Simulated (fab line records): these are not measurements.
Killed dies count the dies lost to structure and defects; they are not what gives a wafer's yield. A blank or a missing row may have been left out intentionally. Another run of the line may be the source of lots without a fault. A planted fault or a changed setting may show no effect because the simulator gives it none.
Split-lot study + flow n5-finfet + 21 wafers read from 7 lots, route of 1938 steps

## SPLIT DETAILS
At N5_BEOL_M0_SAQP_EXPOSE_37 (exposes mask M0 CUT1, target cd 30 nm), the setting dose-mj was moved away from the recipe's 44.75 on 4 of the 21 wafers read, by -5.7% to +7.3%. The other wafers ran this setting at the recipe's value.

## FROM THE SPLIT TO THE READING: what the file shows between them, 2 steps
- N5_BEOL_M0_SAQP_PEB_38: peb time 60 s
- N5_BEOL_M0_SAQP_DEVELOP_39: develop time 30 s

## THE READING
At N5_BEOL_M0_SAQP_CD_MEAS_40: cd-nm in nanometres, against a target cd of 30 nm. A value of 30.03 nm with a standard deviation of 0.25 nm is what fault-free wafers of this fab line usually give.

| wafer  | tool, chamber at the split | dose-mj as run | against the recipe | cd-nm, nm | against lot-mates on the recipe |
|--------|----------------------------|----------------|--------------------|-----------|---------------------------------|
| L074.1 | euv-scanner-02, 0          | 44.75          | recipe             | 29.79     | -                               |
| L074.5 | euv-scanner-02, 0          | 48.02          | +7.3%              | 31.65     | +1.86                           |
| L074.6 | euv-scanner-02, 0          | 48.02          | +7.3%              | 31.75     | +1.96                           |
| L075.2 | euv-scanner-02, 0          | 44.75          | recipe             | 29.97     | -                               |
| L075.5 | euv-scanner-02, 0          | 44.75          | recipe             | 29.93     | -                               |
| L075.6 | euv-scanner-02, 0          | 44.75          | recipe             | 30.09     | -                               |
| L076.3 | euv-scanner-01, 0          | 44.75          | recipe             | 29.82     | -                               |
| L076.4 | euv-scanner-01, 0          | 44.75          | recipe             | 29.94     | -                               |
| L076.5 | euv-scanner-01, 0          | 44.75          | recipe             | 29.88     | -                               |
| L083.1 | euv-scanner-01, 0          | 44.75          | recipe             | 29.73     | -                               |
| L083.4 | euv-scanner-01, 0          | 44.75          | recipe             | 30.10     | -                               |
| L083.5 | euv-scanner-01, 0          | 44.75          | recipe             | 30.15     | -                               |
| L091.3 | euv-scanner-02, 0          | 44.75          | recipe             | 29.93     | -                               |
| L091.4 | euv-scanner-02, 0          | 47.45          | +6.0%              | 31.17     | +1.27                           |
| L091.5 | euv-scanner-02, 0          | 44.75          | recipe             | 29.88     | -                               |
| L093.2 | euv-scanner-01, 0          | 44.75          | recipe             | 30.19     | -                               |
| L093.3 | euv-scanner-01, 0          | 44.75          | recipe             | 30.44     | -                               |
| L093.4 | euv-scanner-01, 0          | 44.75          | recipe             | 30.07     | -                               |
| L094.1 | euv-scanner-02, 0          | 44.75          | recipe             | 30.29     | -                               |
| L094.2 | euv-scanner-02, 0          | 44.75          | recipe             | 30.00     | -                               |
| L094.3 | euv-scanner-02, 0          | 42.2           | -5.7%              | 28.90     | -1.25                           |

FIT RESULTS
A straight line over all 21 wafers: cd-nm changes by +0.215 nm for each +1% of dose-mj; r = +0.96; the points scatter about the line by 0.18 nm.
The same after taking each lot's own level away (the mean of its wafers on the recipe; 21 wafers): +0.242 nm for each +1%; r = +0.98; scatter 0.13 nm.
Per that fit: largest dose-mj move, reading shift of 1.8 nm.
The span of the lots' own levels, 29.790 to 30.233 nm, comes to 1.8 times the standard deviation stated above.
Hence the slope depends on the lot-to-lot level, as the two fits are not the same.
Check: for one of the wafers moved furthest among these (+7.3%), held out of the fit, the line's prediction against its lot-mates is +1.74 nm. It came out at +1.86 nm against them.

## FURTHER SPLITS ON THESE WAFERS
Note: prior to the reading, these wafers also went through further splits. Each is held against what the fit with the lots' levels taken away leaves over:
| other split on the same wafers        | wafers away from the commonest value | r with cd-nm (lot level and that fit taken away) |
|---------------------------------------|--------------------------------------|--------------------------------------------------|
| N5_HKMG_FIN_EXPOSE_46 dose-mj         | 5                                    | +0.13                                            |
| N5_GATE_CUT_CUT_ETCH_54 bias-w        | 6                                    | +0.13                                            |
| N5_MOL_CONTACT_COAG_ALD_27 ald-cycles | 10                                   | -0.42                                            |

## THE WHOLE CHAIN: every reading that the file lists as answering this split, in the file's order
| step                        | what it does                                                           | reading                                                             | change (the file's fit)               | r (the file's) |
|-----------------------------|------------------------------------------------------------------------|---------------------------------------------------------------------|---------------------------------------|----------------|
| N5_BEOL_M0_SAQP_CD_MEAS_40  | target cd 30 nm                                                        | cd-nm                                                               | +0.235 nm for each +1% of the setting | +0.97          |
| N5_BEOL_M0_SAQP_DESCUM_45   | chemistry O2, time 7 s                                                 | BEOL_M0_SAQP.cd-nm (the simulator's own value, which no gauge read) | +0.219 nm for each +1% of the setting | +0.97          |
| N5_BEOL_M0_SAQP_CUT_ETCH_46 | etches SOC in N2/H2, target depth 135 nm, overetch 27 nm, time 202.5 s | BEOL_M0_SAQP.cd-nm (the simulator's own value, which no gauge read) | +0.204 nm for each +1% of the setting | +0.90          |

## THE FILE'S OWN FIT
cd-nm changes by +0.235 nm for each +1% of dose-mj, r = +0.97.
